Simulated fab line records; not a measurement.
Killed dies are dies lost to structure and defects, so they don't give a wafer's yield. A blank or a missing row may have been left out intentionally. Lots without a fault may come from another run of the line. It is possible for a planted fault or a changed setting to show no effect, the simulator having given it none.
Chamber matching -- flow n5Finfet -- aldSin-03 running N5_GATE_CUT_SAC_CAP_01: 4 sister chambers
The step material SiNx, target thk 24 nm, pulse time 1 s, ald cycles 480. 8 wafers are shown with their chamber, then 11 later ones without.

== EACH WAFER AND ITS CHAMBER ==
wafer,chamber,heaterPowerW (W),susceptorTempC (C)
L084.2,2,957,399.94
L084.5,3,936,399.72
L086.2,2,933,400.19
L086.4,3,908,399.94
L086.5,1,881,399.82
L088.1,1,881,399.97
L088.5,0,734,400.04
L090.1,0,726,400.40

== WAFERS WITHOUT THEIR CHAMBER ==
wafer,heaterPowerW (W),susceptorTempC (C)
L090.4,710,400.38
L090.6,928,399.97
L091.1,724,399.52
L091.2,904,400.38
L091.4,874,400.24
L094.3,718,399.88
L094.4,943,399.70
L094.5,738,399.64
L097.1,916,400.04
L097.3,896,400.11
L097.6,943,399.81

== THE CHAMBER EACH PASSED THROUGH ==
wafer,from the rows above,in truth
L090.4,0,0
L090.6,can't be placed: 3 or 2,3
L091.1,0,0
L091.2,can't be placed: 1 or 3 or 2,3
L091.4,1,1
L094.3,0,0
L094.4,can't be placed: 3 or 2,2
L094.5,0,0
L097.1,can't be placed: 3 or 2 or 1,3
L097.3,can't be placed: 1 or 3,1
L097.6,can't be placed: 2 or 3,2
Correctly placed: 5 of 11. These rows do not allow placing 6 (true chamber among the candidates in 6). Placed wrongly: 0.
How it was worked out, from the rows above alone: a wafer's distance from a chamber is the root of the sum, over the readings, of the square of ((its reading less the chamber's mean) divided by the reading's scatter). If the next closest chamber is less than 2 further off than the closest, the wafer can't be placed; otherwise it belongs to the closest. The mean given for a chamber averages the wafers shown for that chamber. The scatter is the square root of a quotient: the sum, over the shown wafers, of each reading's squared deviation from its chamber's mean, divided by wafers minus chambers.
